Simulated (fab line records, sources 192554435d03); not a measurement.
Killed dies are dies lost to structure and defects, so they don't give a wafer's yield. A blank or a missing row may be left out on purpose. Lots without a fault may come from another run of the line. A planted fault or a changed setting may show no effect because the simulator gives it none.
Chamber matching | flow n5_finfet | N5_ILD0_CMP_03 on cmp-03: 4 sister chambers
The step polishes, stops on SiNx, t overpolish 1.9 s, target thk 197.38 nm. 4 wafers are shown with their chamber, then 7 later ones without.

WAFERS WITH THEIR CHAMBER
wafer  | chamber | motor_current_A (A)
L078.1 | 2       | 12.0
L080.6 | 0       | 11.2
L081.3 | 3       | 15.2
L081.5 | 1       | 12.4

WAFERS WITHOUT THEIR CHAMBER
wafer  | motor_current_A (A)
L081.6 | 11.9
L083.2 | 12.4
L083.3 | 15.2
L083.6 | 15.0
L085.1 | 14.5
L085.2 | 12.6
L085.3 | 10.6

WHICH CHAMBER EACH WENT THROUGH
wafer  | from the rows above          | in truth
L081.6 | can't be placed: 2 or 1 or 0 | 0
L083.2 | can't be placed: 1 or 2      | 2
L083.3 | 3                            | 3
L083.6 | 3                            | 3
L085.1 | 3                            | 3
L085.2 | can't be placed: 1 or 2      | 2
L085.3 | 0                            | 0
Placed correctly: 4 of 7. Can't be placed from these rows: 3 (the true chamber is among the candidates in 3). Placed wrongly: 0.
How it was worked out, from the rows above alone: a wafer's distance from a chamber is the root of the sum, over the readings, of the square of ((its reading less the chamber's mean) divided by the reading's scatter). The wafer belongs to the nearest chamber; if the next one is less than 2 further off, it can't be placed. A chamber's mean is the mean of its shown wafers. The scatter: with one shown wafer a chamber, the root of the mean of the squares of how far each hidden wafer lies from its nearest shown one.
